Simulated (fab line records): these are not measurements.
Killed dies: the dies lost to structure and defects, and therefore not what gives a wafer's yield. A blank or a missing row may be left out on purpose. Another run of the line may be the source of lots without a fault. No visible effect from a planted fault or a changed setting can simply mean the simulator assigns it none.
What tool caused it? || flow nand-harc || 33 wafers from 11 lots sampled at 6 of the route's 1159 steps

## WHAT EACH GAUGE READ, for each wafer
NHARC_P_M1_INSPECT_27. Usual: raw-defect-count 302, standard deviation 120.
{"lot": "L186", "measured": "day 6 03:02", "on": "defect-inspect-01", "raw-defect-count": "198 244 218", "flag": ""}
{"lot": "L187", "measured": "day 6 16:50", "on": "defect-inspect-01", "raw-defect-count": "761 339 473", "flag": ""}
{"lot": "L189", "measured": "day 6 18:53", "on": "defect-inspect-02", "raw-defect-count": "271 264 337", "flag": ""}
{"lot": "L188", "measured": "day 6 19:02", "on": "defect-inspect-01", "raw-defect-count": "466 527 605", "flag": ""}
{"lot": "L198", "measured": "day 9 09:31", "on": "defect-inspect-01", "raw-defect-count": "169 369 215", "flag": ""}
{"lot": "L197", "measured": "day 9 10:59", "on": "defect-inspect-02", "raw-defect-count": "97 262 199", "flag": ""}
{"lot": "L202", "measured": "day 10 09:42", "on": "defect-inspect-01", "raw-defect-count": "188 266 236", "flag": ""}
{"lot": "L206", "measured": "day 10 19:53", "on": "defect-inspect-01", "raw-defect-count": "220 435 379", "flag": ""}
{"lot": "L205", "measured": "day 10 21:33", "on": "defect-inspect-02", "raw-defect-count": "226 133 204", "flag": ""}
{"lot": "L209", "measured": "day 11 22:05", "on": "defect-inspect-01", "raw-defect-count": "375 465 487", "flag": ""}
{"lot": "L208", "measured": "day 11 22:45", "on": "defect-inspect-01", "raw-defect-count": "345 203 284", "flag": ""}

NHARC_P_M2_INSPECT_11. Usual: raw-defect-count 4.8, standard deviation 2.8.
{"lot": "L186", "measured": "day 6 04:32", "on": "defect-inspect-02", "raw-defect-count": "1 4 2", "flag": ""}
{"lot": "L187", "measured": "day 6 18:29", "on": "defect-inspect-02", "raw-defect-count": "5 4 4", "flag": ""}
{"lot": "L189", "measured": "day 6 20:25", "on": "defect-inspect-01", "raw-defect-count": "5 6 5", "flag": ""}
{"lot": "L188", "measured": "day 6 20:26", "on": "defect-inspect-02", "raw-defect-count": "2 2 4", "flag": ""}
{"lot": "L198", "measured": "day 9 11:04", "on": "defect-inspect-02", "raw-defect-count": "647 667 694 631 632 682", "flag": "OFF"}
{"lot": "L197", "measured": "day 9 12:31", "on": "defect-inspect-02", "raw-defect-count": "637 682 654 632 677 667", "flag": "OFF"}
{"lot": "L202", "measured": "day 10 11:14", "on": "defect-inspect-02", "raw-defect-count": "5 2 4", "flag": ""}
{"lot": "L206", "measured": "day 10 21:26", "on": "defect-inspect-02", "raw-defect-count": "4 10 2", "flag": ""}
{"lot": "L205", "measured": "day 10 23:05", "on": "defect-inspect-02", "raw-defect-count": "2 4 1", "flag": ""}
{"lot": "L209", "measured": "day 11 23:30", "on": "defect-inspect-01", "raw-defect-count": "2 2 4", "flag": ""}
{"lot": "L208", "measured": "day 12 00:17", "on": "defect-inspect-01", "raw-defect-count": "7 13 10", "flag": ""}

NHARC_END_SORT_01. Usual: defect-limited-yield 95.5 %, standard deviation 1.4; killed-at-array 26, standard deviation 9.7; killed-at-other 1.0, standard deviation 1.2; killed-at-periphery 3.9, standard deviation 2.6; killed-dies 31, standard deviation 9.7; killed-open 3.2, standard deviation 1.8; killed-short 2.0, standard deviation 1.3; sort_bin_2_pct 1.4 %, standard deviation 0.6; sort_bin_3_pct 0.23 %, standard deviation 0.2; sort_bin_4_pct 2.9 %, standard deviation 0.97; sort-n-pass 646, standard deviation 9.7; sort-rim-yield-pct 95.7 %, standard deviation 2.6; sort-yield-pct 95.5 %, standard deviation 1.4.
{"lot": "L209", "measured": "day 25 03:33", "on": "prober-02", "defect-limited-yield (%)": "96.2 94.5 93.1", "killed-at-array": "23 33 43", "killed-at-other": "0 0 0", "killed-at-periphery": "3 4 4", "killed-dies": "26 37 47", "killed-open": "3 6 8", "killed-short": "2 2 2", "sort_bin_2_pct (%)": "1.5 1.2 1.5", "sort_bin_3_pct (%)": "0.15 0.59 0.44", "sort_bin_4_pct (%)": "2.2 3.7 5.0", "sort-n-pass": "651 640 630", "sort-rim-yield-pct (%)": "93.4 96.2 95.3", "sort-yield-pct (%)": "96.2 94.5 93.1", "flag": ""}

## WHAT TOOL EACH LOT RAN ON (gives the tool, then ch and the chambers of the sampled wafers, and finally the start)
{"lot": "L186", "NHARC_P_M2_DEP_00": "pecvd-02 ch 0,1,2, day 6 03:37", "NHARC_P_M2_DESCUM_14": "rie-diel-03 ch 1,2, day 6 04:35", "NHARC_P_M2_ETCH_35": "rie-diel-03 ch 1,3, day 6 04:41"}
{"lot": "L187", "NHARC_P_M2_DEP_00": "pecvd-01 ch 0,1, day 6 17:28", "NHARC_P_M2_DESCUM_14": "rie-diel-11 ch 0,1,2, day 6 18:33", "NHARC_P_M2_ETCH_35": "rie-diel-11 ch 0,1,3, day 6 18:38"}
{"lot": "L189", "NHARC_P_M2_DEP_00": "pecvd-02 ch 1,2, day 6 19:25", "NHARC_P_M2_DESCUM_14": "rie-diel-03 ch 0,1,2, day 6 20:29", "NHARC_P_M2_ETCH_35": "rie-diel-03 ch 0,1,3, day 6 20:34"}
{"lot": "L188", "NHARC_P_M2_DEP_00": "pecvd-03 ch 1,2, day 6 19:35", "NHARC_P_M2_DESCUM_14": "rie-diel-03 ch 0,1,3, day 6 20:31", "NHARC_P_M2_ETCH_35": "rie-diel-03 ch 2,3, day 6 20:36"}
{"lot": "L198", "NHARC_P_M2_DEP_00": "pecvd-03 ch 0,1,2, day 9 10:05", "NHARC_P_M2_DESCUM_14": "-", "NHARC_P_M2_ETCH_35": "-"}
{"lot": "L197", "NHARC_P_M2_DEP_00": "pecvd-03 ch 0,1,2, day 9 11:32", "NHARC_P_M2_DESCUM_14": "-", "NHARC_P_M2_ETCH_35": "-"}
{"lot": "L202", "NHARC_P_M2_DEP_00": "pecvd-02 ch 1,2, day 10 10:19", "NHARC_P_M2_DESCUM_14": "rie-diel-03 ch 1,2, day 10 11:17", "NHARC_P_M2_ETCH_35": "rie-diel-03 ch 0,1,2, day 10 11:23"}
{"lot": "L206", "NHARC_P_M2_DEP_00": "pecvd-01 ch 0,1,2, day 10 20:35", "NHARC_P_M2_DESCUM_14": "rie-diel-11 ch 0,2,3, day 10 21:30", "NHARC_P_M2_ETCH_35": "rie-diel-11 ch 0,1,3, day 10 21:35"}
{"lot": "L205", "NHARC_P_M2_DEP_00": "pecvd-02 ch 0,1,2, day 10 22:07", "NHARC_P_M2_DESCUM_14": "rie-diel-03 ch 0,1,3, day 10 23:09", "NHARC_P_M2_ETCH_35": "rie-diel-03 ch 0,1,3, day 10 23:14"}
{"lot": "L209", "NHARC_P_M2_DEP_00": "pecvd-03 ch 1,2, day 11 22:40", "NHARC_P_M2_DESCUM_14": "rie-diel-03 ch 0,1,2, day 11 23:34", "NHARC_P_M2_ETCH_35": "rie-diel-03 ch 1,2,3, day 11 23:39"}
{"lot": "L208", "NHARC_P_M2_DEP_00": "pecvd-03 ch 0,1, day 11 23:19", "NHARC_P_M2_DESCUM_14": "rie-diel-03 ch 0,1,2, day 12 00:20", "NHARC_P_M2_ETCH_35": "rie-diel-03 ch 0,1,3, day 12 00:25"}
- NHARC_P_M2_DEP_00: deposits SiOC, target thk 182.5 nm.
- NHARC_P_M2_DESCUM_14: chemistry O2, time 3 s.
- NHARC_P_M2_ETCH_35: etches the open film in N2/H2, target depth 40 nm, overetch 12 nm, time 43.94 s.

## AS READ BY THE TOOLS THEMSELVES (means over the sampled wafers that have a number; for cases with no such wafer, the mark the record gives instead)
NHARC_P_M2_DESCUM_14. Usual: drypump-motor-current-A 5.7 A, standard deviation 0.47; o2-flow-sccm 199.9 sccm, standard deviation 0.6; oes-product-au 0.996 a.u., standard deviation 0.011; rf-vpp-V 57.9 V, standard deviation 0.96; showerhead-plenum-p-Torr 1.95 Torr, standard deviation 0.082; throttle-valve-pct 11.313 %, standard deviation 0.0088.
{"lot": "L186", "tool": "rie-diel-03", "drypump-motor-current-A (A)": 5.5, "o2-flow-sccm (sccm)": 200.0, "oes-product-au (a.u.)": 0.993, "rf-vpp-V (V)": 58.4, "showerhead-plenum-p-Torr (Torr)": 1.98, "throttle-valve-pct (%)": 11.304, "flag": ""}
{"lot": "L187", "tool": "rie-diel-11", "drypump-motor-current-A (A)": 5.8, "o2-flow-sccm (sccm)": 200.0, "oes-product-au (a.u.)": 0.997, "rf-vpp-V (V)": 56.9, "showerhead-plenum-p-Torr (Torr)": 1.95, "throttle-valve-pct (%)": 11.315, "flag": ""}
{"lot": "L189", "tool": "rie-diel-03", "drypump-motor-current-A (A)": 5.6, "o2-flow-sccm (sccm)": 199.3, "oes-product-au (a.u.)": 0.984, "rf-vpp-V (V)": 57.6, "showerhead-plenum-p-Torr (Torr)": 1.93, "throttle-valve-pct (%)": 11.321, "flag": ""}
{"lot": "L188", "tool": "rie-diel-03", "drypump-motor-current-A (A)": 5.6, "o2-flow-sccm (sccm)": 200.8, "oes-product-au (a.u.)": 1.003, "rf-vpp-V (V)": 57.3, "showerhead-plenum-p-Torr (Torr)": 1.96, "throttle-valve-pct (%)": 11.319, "flag": ""}
{"lot": "L202", "tool": "rie-diel-03", "drypump-motor-current-A (A)": 5.3, "o2-flow-sccm (sccm)": 199.8, "oes-product-au (a.u.)": 0.994, "rf-vpp-V (V)": 58.2, "showerhead-plenum-p-Torr (Torr)": 1.99, "throttle-valve-pct (%)": 11.316, "flag": ""}
{"lot": "L206", "tool": "rie-diel-11", "drypump-motor-current-A (A)": 5.7, "o2-flow-sccm (sccm)": 200.1, "oes-product-au (a.u.)": 1.002, "rf-vpp-V (V)": 57.4, "showerhead-plenum-p-Torr (Torr)": 1.92, "throttle-valve-pct (%)": 11.314, "flag": ""}
{"lot": "L205", "tool": "rie-diel-03", "drypump-motor-current-A (A)": 5.6, "o2-flow-sccm (sccm)": 199.6, "oes-product-au (a.u.)": 0.999, "rf-vpp-V (V)": 58.0, "showerhead-plenum-p-Torr (Torr)": 1.96, "throttle-valve-pct (%)": 11.314, "flag": ""}
{"lot": "L209", "tool": "rie-diel-03", "drypump-motor-current-A (A)": 5.5, "o2-flow-sccm (sccm)": 200.4, "oes-product-au (a.u.)": 0.994, "rf-vpp-V (V)": 58.0, "showerhead-plenum-p-Torr (Torr)": 1.93, "throttle-valve-pct (%)": 11.308, "flag": ""}
{"lot": "L208", "tool": "rie-diel-03", "drypump-motor-current-A (A)": 5.5, "o2-flow-sccm (sccm)": 200.2, "oes-product-au (a.u.)": 0.999, "rf-vpp-V (V)": 57.8, "showerhead-plenum-p-Torr (Torr)": 1.93, "throttle-valve-pct (%)": 11.312, "flag": ""}

NHARC_P_M2_ETCH_35. Usual: drypump-motor-current-A 5.7 A, standard deviation 0.47; oes-product-au 0.994 a.u., standard deviation 0.012; rf-vpp-V 431.6 V, standard deviation 2.5; showerhead-plenum-p-Torr 2.08 Torr, standard deviation 0.088; throttle-valve-pct 14.172 %, standard deviation 0.0092.
{"lot": "L186", "tool": "rie-diel-03", "drypump-motor-current-A (A)": 5.3, "oes-product-au (a.u.)": 1.001, "rf-vpp-V (V)": 434.6, "showerhead-plenum-p-Torr (Torr)": 2.16, "throttle-valve-pct (%)": 14.173, "flag": ""}
{"lot": "L187", "tool": "rie-diel-11", "drypump-motor-current-A (A)": 6.3, "oes-product-au (a.u.)": 0.995, "rf-vpp-V (V)": 431.6, "showerhead-plenum-p-Torr (Torr)": 2.08, "throttle-valve-pct (%)": 14.175, "flag": ""}
{"lot": "L189", "tool": "rie-diel-03", "drypump-motor-current-A (A)": 5.6, "oes-product-au (a.u.)": 0.998, "rf-vpp-V (V)": 431.9, "showerhead-plenum-p-Torr (Torr)": 2.09, "throttle-valve-pct (%)": 14.170, "flag": ""}
{"lot": "L188", "tool": "rie-diel-03", "drypump-motor-current-A (A)": 5.7, "oes-product-au (a.u.)": 0.986, "rf-vpp-V (V)": 432.6, "showerhead-plenum-p-Torr (Torr)": 2.13, "throttle-valve-pct (%)": 14.169, "flag": ""}
{"lot": "L202", "tool": "rie-diel-03", "drypump-motor-current-A (A)": 5.5, "oes-product-au (a.u.)": 0.996, "rf-vpp-V (V)": 431.0, "showerhead-plenum-p-Torr (Torr)": 2.06, "throttle-valve-pct (%)": 14.182, "flag": ""}
{"lot": "L206", "tool": "rie-diel-11", "drypump-motor-current-A (A)": 6.3, "oes-product-au (a.u.)": 0.987, "rf-vpp-V (V)": 431.2, "showerhead-plenum-p-Torr (Torr)": 2.08, "throttle-valve-pct (%)": 14.178, "flag": ""}
{"lot": "L205", "tool": "rie-diel-03", "drypump-motor-current-A (A)": 5.6, "oes-product-au (a.u.)": 0.993, "rf-vpp-V (V)": 432.5, "showerhead-plenum-p-Torr (Torr)": 2.09, "throttle-valve-pct (%)": 14.168, "flag": ""}
{"lot": "L209", "tool": "rie-diel-03", "drypump-motor-current-A (A)": 5.5, "oes-product-au (a.u.)": 1.000, "rf-vpp-V (V)": 433.5, "showerhead-plenum-p-Torr (Torr)": 2.14, "throttle-valve-pct (%)": 14.174, "flag": ""}
{"lot": "L208", "tool": "rie-diel-03", "drypump-motor-current-A (A)": 5.6, "oes-product-au (a.u.)": 0.999, "rf-vpp-V (V)": 431.6, "showerhead-plenum-p-Torr (Torr)": 2.09, "throttle-valve-pct (%)": 14.170, "flag": ""}

## THE ANSWER, worked out from the rows above alone
Rule: take the mean of a lot's wafers that have a number; if it is more than 3 standard deviations from the usual mean, the lot is off. Also off: a lot with no number at a reading for which 4 or more lots have one. The other lots that the step has rows for count as sound. After the gauges, taken in route order, come the tools' own readings; for these a lot's mean is taken, as printed above. At the first step where some lot is off, the reading lying furthest off is the one used; lots without a number count as furthest.
Off: L198, L197 (NHARC_P_M2_INSPECT_11, raw-defect-count).
If a tool, at a process step before that reading, ran all the lots that are off and no sound lot after the first of them, it fits. Those tools and the gauges at NHARC_P_M2_INSPECT_11 are tried in the same way. No candidate that was tried fits.

## WHAT THE SIMULATOR HAD PUT IN
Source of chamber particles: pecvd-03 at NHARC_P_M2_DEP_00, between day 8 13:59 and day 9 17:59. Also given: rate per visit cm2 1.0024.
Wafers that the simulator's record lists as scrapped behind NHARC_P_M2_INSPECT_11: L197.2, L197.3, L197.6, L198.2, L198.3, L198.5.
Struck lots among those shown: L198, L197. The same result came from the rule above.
